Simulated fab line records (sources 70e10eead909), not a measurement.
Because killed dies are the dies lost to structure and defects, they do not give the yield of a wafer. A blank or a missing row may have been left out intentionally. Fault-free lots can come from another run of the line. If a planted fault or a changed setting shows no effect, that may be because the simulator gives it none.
Struck lot and sound lot, side by side | flow nand_harc | 15 out of 1302 route steps
Sound: these wafers, L867.3, L867.4, L867.6. Wafers struck: L864.2, L864.3, L864.6. At the end, the cause is stated.
Order at every step that has rows: each side's tool, ch and its chambers, its first start. Under that, the readings that differ: sound wafers | struck wafers | difference of the means | sigmas: that difference in standard deviations of wafers without a fault.
alike: readings whose means differ by less than 2 such deviations, and words and numbers that are the same on both sides. not compared: withheld readings, readings that some wafer has no value for, bounds like >300 that may hide the same value, and numbers for which the record gives no deviation and whose values overlap.
A row with sigmas, a row that says differs or no value, or rows on one side alone: a step with any of these is where the two part. Non-overlapping numbers with no deviation appear without sigmas and do not part them. A reading missing from all wafers of one side parts the sides only when that side holds two or more wafers.

first, 4 steps without rows for these wafers: NHARC_A_ZERO_WELL_STRIP_14 (strips in SPM, time 900 s); NHARC_A_ZERO_WELL_IMPLANT_15; NHARC_A_ZERO_WELL_PRECLEAN_22 (cleans in SC1, time 60 s); NHARC_A_ZERO_WELL_SRD_23.
NHARC_A_ZERO_WELL_RTA_16: time 10 s.
  sound on rtp_anneal-01 ch 0, day 14 10:25; struck on rtp_anneal-02 ch 0, day 13 09:55
  reading             | sound          | struck         | difference | sigmas
  lamp_power_pct (%)  | 28.2 28.3 28.2 | 26.9 26.9 26.9 | -1.3       | -2
  lamp_zone_2_pct (%) | 28.2 28.2 28.2 | 26.9 26.9 26.9 | -1.3       | -2
  alike: anneal_temp_c_max, wafer_temp_C_max
NHARC_A_ZERO_WELL_INSPECT_17:
  struck on defect_inspect-02, day 13 10:05; sound on defect_inspect-01, day 14 10:34
  alike: raw_defect_count
then, 3 steps without rows for these wafers: NHARC_A_SOURCE_PLATE_PRECLEAN_00 (cleans in HF-LAST, time 60 s); NHARC_A_SOURCE_PLATE_SRD_01; NHARC_A_SOURCE_PLATE_OXIDE_02 (material SiO2, target thk 10 nm, ox time 1362 s).
NHARC_A_SOURCE_PLATE_THK_MEAS_09: measures by ellipsometry.
  struck on film_metro-02, day 13 17:25; sound on film_metro-02, day 14 17:21
  alike: thk_nm
then, 1 step without rows for these wafers: NHARC_A_SOURCE_PLATE_PVD_04 (deposits WSi2, target thk 50 nm).
NHARC_A_SOURCE_PLATE_CVD_03: deposits poly-Si, target thk 200 nm, time 4000 s.
  sound on lpcvd_poly-04 ch 0, day 14 19:56; struck on lpcvd_poly-01 ch 0, day 13 19:59
  reading                | sound                | struck               | difference | sigmas
  spike_tc_bottom_C (C)  | 640.3 639.6 640.8    | 629.3 628.8 628.8    | -11.3      | -5
  spike_tc_centre_C (C)  | 620.5 620.8 619.8    | 605.1 604.4 605.1    | -15.5      | -10
  spike_tc_lower_C (C)   | 618.2 618.0 618.0    | 607.2 605.0 606.2    | -11.9      | -7
  spike_tc_top_C (C)     | 637.7 637.3 636.0    | 621.5 619.3 620.5    | -16.6      | -8
  spike_tc_upper_C (C)   | 618.7 621.2 620.1    | 606.2 605.5 605.8    | -14.2      | -12
  tube_center_temp_C (C) | 620.04 620.02 620.12 | 606.39 606.37 606.44 | -13.66     | -99 or more
then, 1 step without rows for these wafers: NHARC_A_SOURCE_PLATE_ANNEAL_05 (time 1800 s).
NHARC_A_SOURCE_PLATE_THK_MEAS_06: measures by ellipsometry.
  struck on film_metro-01, day 14 07:22; sound on film_metro-01, day 15 06:01
  reading     | sound             | struck            | difference | sigmas
  thk_nm (nm) | 200.5 202.5 204.0 | 142.1 144.0 145.9 | -58.3      | -27
NHARC_END_SORT_01:
  the record has rows for the sound wafers here (prober-01 ch 0, day 31 21:09) and none for the struck ones

== WHERE THEY PART ==
Earliest at NHARC_A_ZERO_WELL_RTA_16; latest, in this record, at NHARC_END_SORT_01.

WHY: whatever the simulator had introduced
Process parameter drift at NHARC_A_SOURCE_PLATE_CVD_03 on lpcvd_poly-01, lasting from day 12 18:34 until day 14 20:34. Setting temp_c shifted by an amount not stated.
